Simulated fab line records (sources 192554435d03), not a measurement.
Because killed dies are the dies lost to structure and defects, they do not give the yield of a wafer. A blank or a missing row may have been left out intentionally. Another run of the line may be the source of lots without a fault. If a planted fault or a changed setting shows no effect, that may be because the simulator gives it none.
fab line records + flow n5-finfet
record
- lots=12
- wafers=34
- last-day=18
route steps=1938 shown BEOL_M12@1633 PASSIVATION@1936
lots untouched by any fault: they come from a run of this same line in which no faults occurred
start-h: hours from the record's first day to the start of the lot's first wafer shown + wait-h: hours since the lot's step before + " as in the row above + L1.1+2: a row that stands for several wafers + - either no value or no given start + * or withheld: withheld + < > ~ a bound
route shown NAME@n: NAME is a module with steps in the file, n the number in the route of the first one + usual: average and standard deviation across the fault-free wafers + same: alike in all rows + chamber/n: place in a boat + sites: per-site readings + _std_site: the standard deviation of these + _edge_site: mean of outer sites minus mean of inner sites + radius-mm: how far each site lies from the wafer's centre + mask NAME#n: copy n + behind: the most recent tool/chamber to have shaped the wafer + hold: the reason the lot was held/the length of the hold in hours/how it ended + device: whichever transistor did not switch (one of n, p or np) + end of line: the same wafers' tests at the end of the route + a step given without rows: its recipe and nothing more + killed: the dies lost at the first sort to structure and to defects; this is not the yield of the wafer + map: dies across one wafer; x = killed, . = not, _ = none there
set.NAME: setting as actually run; set.NAME@STEP: the setting as run at that earlier step + model.NAME: the simulator's own value behind a step, which no gauge read
the route's steps for a sample of lots (tables are steps, rows are wafers)
services: the hour from which a tool's chamber was out of use, counted from the record's first day as start-h (under 0 if before that day), plus the number of hours and why
## steps
# step N5_BEOL_M12_OVL_MEAS_29
# recipe
- points-per-wafer=44
# usual
- M12_OVL=0/5.1
| lot.wafer | tool       | chamber | start-h | wait-h | M12_OVL[nm] |
|-----------|------------|---------|---------|--------|-------------|
| L263.2    | overlay-01 | 0       | 252.16  | 0.0    | -1          |
| L263.3    | "          | 0       | "       | "      | 5           |
| L263.6    | "          | 0       | "       | "      | -5          |
| L266.2    | overlay-02 | 0       | 270.87  | 0.0    | 2           |
| L266.3    | "          | 0       | "       | "      | 4           |
| L266.5    | "          | 0       | "       | "      | 3           |
| L264.1    | overlay-01 | 0       | 273.92  | 0.0    | 6           |
| L264.3    | "          | 0       | "       | "      | 12          |
| L264.6    | "          | 0       | "       | "      | 6           |
| L269.1    | overlay-02 | 0       | 279.19  | 0.0    | -7          |
| L269.2    | "          | 0       | "       | "      | -2          |
| L269.4    | "          | 0       | "       | "      | -2          |
| L265.2    | overlay-02 | 0       | 285.97  | 0.0    | 1           |
| L265.6    | "          | 0       | "       | "      | 1           |
| L270.2    | overlay-01 | 0       | 292.23  | 0.0    | 4           |
| L270.4    | "          | 0       | "       | "      | 3           |
| L273.1    | overlay-02 | 0       | 306.60  | 0.0    | 11          |
| L273.3    | "          | 0       | "       | "      | 9           |
| L273.5    | "          | 0       | "       | "      | 15          |
| L277.1    | overlay-02 | 0       | 340.61  | 0.0    | 3           |
| L277.4    | "          | 0       | "       | "      | 4           |
| L277.6    | "          | 0       | "       | "      | 8           |
| L282.2    | overlay-02 | 0       | 357.05  | 0.0    | -9          |
| L282.3    | "          | 0       | "       | "      | -5          |
| L282.6    | "          | 0       | "       | "      | -9          |
| L283.2    | overlay-01 | 0       | 377.18  | 0.0    | -1          |
| L283.5    | "          | 0       | "       | "      | -7          |
| L283.6    | "          | 0       | "       | "      | 0           |
| L285.2    | overlay-01 | 0       | 388.64  | 0.0    | 2           |
| L285.3    | "          | 0       | "       | "      | -3          |
| L285.6    | "          | 0       | "       | "      | -1          |
| L284.4    | overlay-01 | 0       | 388.79  | 0.0    | -5          |
| L284.5    | "          | 0       | "       | "      | -5          |
| L284.6    | "          | 0       | "       | "      | -7          |
# step N5_BEOL_M12_STRIP_37
# recipe
- chemistry=N2/H2
- power-w=1000
- temp-c=250
- h2-frac=0.65
- overash-fraction=0.3
- pressure-mtorr=withheld
- n2-flow-sccm=1750
- h2-flow-sccm=3250
# usual
- drypump-motor-current-A=5.6/0.41
- h2-flow-sccm=3250/9.2
- heater-power-w=357/24
- oes-product-au=0.791/0.011
| lot.wafer | tool            | chamber | start-h | wait-h | drypump-motor-current-A | h2-flow-sccm | heater-power-w | oes-product-au | rf-hours-counter-h |
|-----------|-----------------|---------|---------|--------|-------------------------|--------------|----------------|----------------|--------------------|
| L263.2    | plasma-asher-01 | 1       | 252.79  | 0.0    | 6.3                     | 3256         | 388            | 0.794          | 81                 |
| L263.3    | "               | 1       | "       | "      | 6.2                     | 3255         | 381            | 0.783          | -                  |
| L263.6    | "               | 1       | "       | "      | 6.3                     | 3268         | 384            | 0.784          | -                  |
| L266.2    | plasma-asher-01 | 1       | 271.77  | 0.0    | 6.2                     | 3239         | 375            | 0.786          | 85                 |
| L266.3    | "               | 0       | "       | "      | 5.4                     | 3248         | 357            | 0.816          | -                  |
| L266.5    | "               | 0       | "       | "      | 5.5                     | 3232         | 356            | 0.798          | -                  |
| L264.1    | plasma-asher-01 | 0       | 274.55  | 0.0    | 5.4                     | 3247         | 356            | 0.788          | 86                 |
| L264.3    | "               | 0       | "       | "      | 5.4                     | 3245         | 358            | 0.791          | -                  |
| L264.6    | "               | 0       | "       | "      | 5.5                     | 3247         | 370            | 0.788          | -                  |
| L269.1    | plasma-asher-01 | 1       | 279.81  | 0.0    | 6.2                     | 3248         | 394            | 0.794          | 87                 |
| L269.2    | "               | 0       | "       | "      | 5.4                     | 3240         | 355            | 0.801          | 87                 |
| L269.4    | "               | 1       | "       | "      | 6.3                     | 3252         | 373            | 0.797          | -                  |
| L265.2    | plasma-asher-02 | 1       | 286.80  | 0.0    | 5.8                     | 3262         | 324            | 0.797          | 120                |
| L265.6    | "               | 1       | "       | "      | 5.8                     | 3258         | 325            | 0.790          | -                  |
| L270.2    | plasma-asher-01 | 1       | 293.28  | 0.0    | 6.2                     | 3577         | 394            | 0.806          | 87                 |
| L270.4    | "               | 1       | "       | "      | 6.2                     | 3580         | 387            | 0.805          | -                  |
| L273.1    | plasma-asher-01 | 1       | 307.26  | 0.0    | 6.3                     | 3586         | 390            | 0.788          | 90                 |
| L273.3    | "               | 1       | "       | "      | 6.2                     | 3573         | 375            | 0.777          | -                  |
| L273.5    | "               | 0       | "       | "      | 5.5                     | 3551         | 349            | 0.797          | -                  |
| L277.1    | plasma-asher-02 | 0       | 341.22  | 0.0    | 5.1                     | 3240         | 376            | 0.809          | 133                |
| L277.4    | "               | 0       | "       | "      | 5.2                     | 3249         | 374            | 0.768          | -                  |
| L277.6    | "               | 0       | "       | "      | 5.2                     | 3247         | 363            | 0.815          | -                  |
| L282.2    | plasma-asher-01 | 1       | 357.67  | 0.0    | 6.3                     | 3264         | 382            | 0.803          | 100                |
| L282.3    | "               | 0       | "       | "      | 5.5                     | 3254         | 352            | 0.773          | -                  |
| L282.6    | "               | 1       | "       | "      | 6.2                     | 3256         | 388            | 0.778          | -                  |
| L283.2    | plasma-asher-01 | 0       | 378.22  | 0.0    | 5.4                     | 3261         | 367            | 0.793          | 103                |
| L283.5    | "               | 0       | "       | "      | 5.5                     | 3252         | 363            | 0.783          | -                  |
| L283.6    | "               | 1       | "       | "      | 6.2                     | 3264         | 391            | 0.797          | -                  |
| L285.2    | plasma-asher-02 | 1       | 389.25  | 0.0    | 5.7                     | 3267         | 324            | 0.789          | 143                |
| L285.3    | "               | 1       | "       | "      | 5.8                     | 3241         | 330            | 0.792          | -                  |
| L285.6    | "               | 1       | "       | "      | 5.8                     | 3248         | 323            | 0.791          | -                  |
| L284.4    | plasma-asher-01 | 0       | 389.42  | 0.1    | 5.5                     | 3266         | 364            | 0.783          | -                  |
| L284.5    | "               | 0       | "       | "      | 5.5                     | 3272         | 347            | 0.783          | -                  |
| L284.6    | "               | 1       | "       | "      | 6.3                     | 3242         | 381            | 0.778          | -                  |
# step N5_BEOL_M12_DEGAS_41
# recipe
- ambient=vacuum
- temp-c=250
- time-s=60
# usual
- heater-power-w=341/38
| lot.wafer | tool           | chamber | start-h | wait-h | heater-power-w |
|-----------|----------------|---------|---------|--------|----------------|
| L263.2    | pvd-sputter-02 | -       | 256.06  | 0.6    | 404            |
| L263.3    | "              | -       | "       | "      | 312            |
| L263.6    | "              | -       | "       | "      | 306            |
| L266.2    | pvd-sputter-03 | -       | 272.24  | 0.2    | 364            |
| L266.3    | "              | -       | "       | "      | 317            |
| L266.5    | "              | -       | "       | "      | 266            |
| L264.1    | pvd-sputter-02 | -       | 276.19  | 0.1    | 394            |
| L264.3    | "              | -       | "       | "      | 300            |
| L264.6    | "              | -       | "       | "      | 322            |
| L269.1    | pvd-sputter-01 | -       | 281.71  | 0.2    | 354            |
| L269.2    | "              | -       | "       | "      | 364            |
| L269.4    | "              | -       | "       | "      | 307            |
| L265.2    | pvd-sputter-01 | -       | 287.68  | 0.2    | 362            |
| L265.6    | "              | -       | "       | "      | 352            |
| L270.2    | pvd-sputter-01 | -       | 297.09  | 0.8    | 336            |
| L270.4    | "              | -       | "       | "      | 298            |
| L273.1    | pvd-sputter-02 | -       | 307.86  | 0.2    | 321            |
| L273.3    | "              | -       | "       | "      | 300            |
| L273.5    | "              | -       | "       | "      | 401            |
| L277.1    | pvd-sputter-03 | -       | 343.29  | 0.1    | 264            |
| L277.4    | "              | -       | "       | "      | 321            |
| L277.6    | "              | -       | "       | "      | 319            |
| L282.2    | pvd-sputter-03 | -       | 359.68  | 0.3    | 318            |
| L282.3    | "              | -       | "       | "      | 386            |
| L282.6    | "              | -       | "       | "      | 296            |
| L283.2    | pvd-sputter-01 | -       | 383.62  | 0.2    | 366            |
| L283.5    | "              | -       | "       | "      | 299            |
| L283.6    | "              | -       | "       | "      | 340            |
| L285.2    | pvd-sputter-03 | -       | 390.11  | 0.3    | 294            |
| L285.3    | "              | -       | "       | "      | 360            |
| L285.6    | "              | -       | "       | "      | 368            |
| L284.4    | pvd-sputter-02 | -       | 390.64  | 0.4    | 388            |
| L284.5    | "              | -       | "       | "      | 388            |
| L284.6    | "              | -       | "       | "      | 301            |
# step N5_BEOL_M12_CMP_49
# recipe
- stop-on=SiOC
- t-overpolish-s=20.6
- down-force-psi=1
- platen-rpm=50
- clearing-platen-down-force-psi=1.5
- clearing-platen-rpm=50
- post-cmp-clean=cu-alkaline
- target-thk-nm=320
- clearing-platen-pad-velocity-m-s=0.99484
- pad-velocity-m-s=0.99484
# usual
- barrier-field-endpoint-s=30.2/0.91
- motor-current-A=6.1/0.71
- overpolish-run-s=20.601/0.0094
| lot.wafer | tool   | chamber | start-h | wait-h | barrier-field-endpoint-s | motor-current-A | overpolish-run-s |
|-----------|--------|---------|---------|--------|--------------------------|-----------------|------------------|
| L263.2    | cmp-01 | 3       | 257.33  | 0.3    | 30.7                     | 6.1             | 20.603           |
| L263.3    | "      | 1       | "       | "      | 31.4                     | 6.1             | 20.600           |
| L263.6    | "      | 2       | "       | "      | 32.1                     | 4.7             | 20.580           |
| L266.2    | cmp-02 | 3       | 273.11  | 0.3    | 29.7                     | 6.3             | 20.612           |
| L266.3    | "      | 0       | "       | "      | 30.5                     | 6.4             | 20.612           |
| L266.5    | "      | 1       | "       | "      | 29.6                     | 7.5             | 20.601           |
| L264.3    | cmp-01 | 2       | 277.03  | 0.2    | 32.0                     | 4.9             | 20.591           |
| L264.1    | "      | 3       | "       | "      | 31.4                     | 5.9             | 20.602           |
| L264.6    | "      | 2       | "       | "      | 31.8                     | 4.7             | 20.602           |
| L269.2    | cmp-02 | 2       | 283.30  | 0.3    | 29.3                     | 6.0             | 20.594           |
| L269.1    | "      | 3       | "       | "      | 29.4                     | 6.1             | 20.624           |
| L269.4    | "      | 0       | "       | "      | 30.6                     | 6.2             | 20.613           |
| L265.2    | cmp-01 | 2       | 289.08  | 0.3    | 31.5                     | 4.8             | 20.604           |
| L265.6    | "      | 2       | "       | "      | 31.6                     | 4.8             | 20.614           |
| L270.4    | cmp-02 | 2       | 297.92  | 0.2    | 29.0                     | 5.9             | 20.587           |
| L270.2    | "      | 0       | "       | "      | 30.8                     | 6.1             | 20.604           |
| L273.1    | cmp-01 | 3       | 309.06  | 0.5    | 30.9                     | 6.0             | 20.608           |
| L273.3    | "      | 0       | "       | "      | 31.0                     | 6.0             | 20.613           |
| L273.5    | "      | 3       | "       | "      | 30.5                     | 5.8             | 20.600           |
| L277.1    | cmp-04 | 3       | 344.09  | 0.3    | 29.2                     | 6.2             | 20.609           |
| L277.4    | "      | 2       | "       | "      | 31.5                     | 6.1             | 20.591           |
| L277.6    | "      | 3       | "       | "      | 29.2                     | 6.2             | 20.595           |
| L282.3    | cmp-04 | 0       | 360.48  | 0.2    | 29.9                     | 5.1             | 20.589           |
| L282.2    | "      | 1       | "       | "      | 29.2                     | 6.6             | 20.582           |
| L282.6    | "      | 0       | "       | "      | 30.4                     | 5.0             | 20.616           |
| L283.2    | cmp-04 | 1       | 384.42  | 0.2    | 29.4                     | 6.5             | 20.604           |
| L283.5    | "      | 1       | "       | "      | 28.4                     | 6.3             | 20.592           |
| L283.6    | "      | 2       | "       | "      | 30.3                     | 5.9             | 20.621           |
| L285.2    | cmp-02 | 1       | 390.91  | 0.2    | 29.8                     | 7.2             | 20.599           |
| L285.3    | "      | 0       | "       | "      | 30.1                     | 6.4             | 20.604           |
| L285.6    | "      | 1       | "       | "      | 29.8                     | 7.6             | 20.602           |
| L284.4    | cmp-01 | 3       | 391.57  | 0.2    | 30.5                     | 5.7             | 20.595           |
| L284.6    | "      | 0       | "       | "      | 31.0                     | 6.1             | 20.591           |
| L284.5    | "      | 1       | "       | "      | 30.6                     | 6.1             | 20.595           |
# step N5_PASSIVATION_PROBE_49
# usual
- defect-limited-yield=91.5/1.4
- killed_at_M0_to_M3=32/11
- killed_at_M4_up=12/4.4
- killed-at-contacts=13/6.1
- killed-at-front-end=39/12
- killed-at-other=3.9/3
- killed-dies=100/17
- killed-open=66/12
- killed-short=33/7.4
- sort_bin_4_leakage=0.03/0.14
- sort_bin_5_function=5.0/0.95
- sort_bin_6_memory=3.2/0.66
- sort_bin_8_speed=0.0/0.33
- sort-n-pass=1079/17
- sort-yield-pct=91.4/1.5
# same
- gross-dies=1180
- killed-at-back-side=0
| lot.wafer | tool      | chamber | start-h | wait-h | defect-limited-yield[%] | killed_at_M0_to_M3 | killed_at_M4_up | killed-at-contacts | killed-at-front-end | killed-at-other | killed-dies | killed-open | killed-short | sort_bin_4_leakage[%] | sort_bin_5_function[%] | sort_bin_6_memory[%] | sort_bin_8_speed[%] | sort-n-pass | sort-yield-pct[%] |
|-----------|-----------|---------|---------|--------|-------------------------|--------------------|-----------------|--------------------|---------------------|-----------------|-------------|-------------|--------------|-----------------------|------------------------|----------------------|---------------------|-------------|-------------------|
| L270.2    | prober-02 | -       | 332.03  | 0.1    | 90.8                    | 36                 | 13              | 19                 | 35                  | 6               | 109         | 64          | 45           | 0                     | 5.1                    | 3.5                  | 0                   | 1071        | 90.8              |
| L270.4    | prober-02 | -       | 332.13  | 0.2    | 93.1                    | 18                 | 6               | 10                 | 46                  | 2               | 82          | 46          | 36           | 0                     | 3.6                    | 3.1                  | 0                   | 1098        | 93.1              |
| L282.2    | prober-02 | -       | 396.77  | 0.1    | 92.2                    | 36                 | 10              | 12                 | 32                  | 2               | 92          | 55          | 37           | 0                     | 5.0                    | 2.6                  | 0                   | 1088        | 92.2              |
| L282.3    | prober-02 | -       | 396.82  | 0.1    | 93.8                    | 23                 | 14              | 15                 | 17                  | 4               | 73          | 47          | 24           | 0                     | 3.8                    | 2.3                  | 0                   | 1107        | 93.8              |
| L282.6    | prober-02 | -       | 396.97  | 0.3    | 93.5                    | 16                 | 19              | 10                 | 31                  | 1               | 77          | 47          | 30           | 0                     | 3.6                    | 2.5                  | 0                   | 1103        | 93.5              |
# killed by level:class
L270.2 MOL_CONTACT_COAG:geometric-particle:open=16 BEOL_M0_SAQP:geometric-particle:short=11 STI_FIN_REVEAL:geometric-particle:open=9 FIN_SAQP:geometric-particle:short=8 BEOL_M0_SAQP:geometric-particle:open=8 BEOL_M2:geometric-particle:open=6 BEOL_M3:geometric-particle:short=5 BEOL_M5:geometric-particle:open=5
L270.4 FIN_SAQP:geometric-particle:short=8 MOL_CONTACT_COAG:geometric-particle:open=7 FIN_SAQP:geometric-particle:open=6 STI_FIN_REVEAL:geometric-particle:open=6 STI_FIN_REVEAL:geometric-particle:short=5 BEOL_M0_SAQP:geometric-particle:short=5 STARTING-WAFER:geometric-particle:open=4 BEOL_M1:geometric-particle:open=4
L282.2 BEOL_M0_SAQP:geometric-particle:short=12 MOL_CONTACT_COAG:geometric-particle:open=9 BEOL_M3:geometric-particle:open=8 FIN_SAQP:geometric-particle:short=8 BEOL_M0_SAQP:geometric-particle:open=8 GATE_CUT:geometric-particle:short=5 FIN_SAQP:geometric-particle:open=4 BEOL_M2:geometric-particle:open=4
L282.3 MOL_CONTACT_COAG:geometric-particle:open=12 BEOL_M0_SAQP:geometric-particle:open=6 BEOL_M4:geometric-particle:open=5 BEOL_M0_SAQP:geometric-particle:short=4 BEOL_M1:geometric-particle:short=4 STI_FIN_REVEAL:geometric-particle:open=3 DUMMY_GATE:geometric-particle:open=3 MOL_CONTACT_COAG:geometric-particle:short=3
L282.6 MOL_CONTACT_COAG:geometric-particle:open=8 BEOL_M4:geometric-particle:open=7 GATE_CUT:geometric-particle:short=6 STARTING-WAFER:geometric-particle:short=6 BEOL_M0_SAQP:geometric-particle:open=5 FIN_SAQP:geometric-particle:open=4 FIN_SAQP:geometric-particle:short=4 STI_FIN_REVEAL:geometric-particle:open=3
## services
| tool            | chamber | start-h | hours | kind                           |
|-----------------|---------|---------|-------|--------------------------------|
| plasma-asher-02 | -       | 238.28  | 2.5   | repair                         |
| cmp-02          | -       | 239.83  | 4.0   | pm                             |
| cmp-02          | -       | 243.83  | -     | consumable-replace:conditioner |
| cmp-02          | -       | 243.83  | -     | consumable-replace:pad         |
| plasma-asher-01 | -       | 244.26  | 1.2   | repair                         |
| cmp-01          | -       | 251.56  | 4.0   | pm                             |
| plasma-asher-02 | -       | 252.61  | 1.0   | repair                         |
| cmp-01          | -       | 255.56  | -     | consumable-replace:conditioner |
| cmp-01          | -       | 255.56  | -     | consumable-replace:pad         |
| cmp-02          | -       | 256.58  | 0.3   | repair                         |
| cmp-01          | -       | 260.01  | 6.3   | pm                             |
| plasma-asher-01 | -       | 280.75  | 11.9  | repair                         |
| cmp-04          | -       | 306.07  | 0.5   | repair                         |
| cmp-04          | -       | 319.68  | 1.3   | repair                         |
| pvd-sputter-02  | -       | 339.91  | 4.3   | repair                         |
| cmp-04          | -       | 369.74  | 3.2   | pm                             |
| plasma-asher-01 | -       | 370.38  | 3.3   | repair                         |
| cmp-02          | -       | 379.83  | 0.6   | repair                         |
| pvd-sputter-03  | -       | 380.55  | 4.1   | repair                         |
| cmp-04          | -       | 384.65  | 4.0   | pm                             |
| cmp-04          | -       | 388.65  | -     | consumable-replace:conditioner |
| cmp-04          | -       | 388.65  | -     | consumable-replace:pad         |
## key
first-sign
- step=N5_BEOL_M12_STRIP_37
- reading=h2-flow-sccm
- direction=up
- sigmas=35
- usual=3250
- struck=3573
effect none on later readings
met-at N5_BEOL_M12_STRIP_37
struck-lots L270,L273
not-acting-at N5_BEOL_M12_OVL_MEAS_29,N5_BEOL_M12_DEGAS_41,N5_BEOL_M12_CMP_49
onset-between 279.81 293.28
fault
- kind=process-parameter-drift
- tool=plasma-asher-01
- chamber=-
- onset-h=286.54
- steps=N5_BEOL_M12_STRIP_37
- channel=h2-flow-sccm
- offset=325
- shape=step
- end-h=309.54
- acts-in=these-recipes-only
- stated=3250
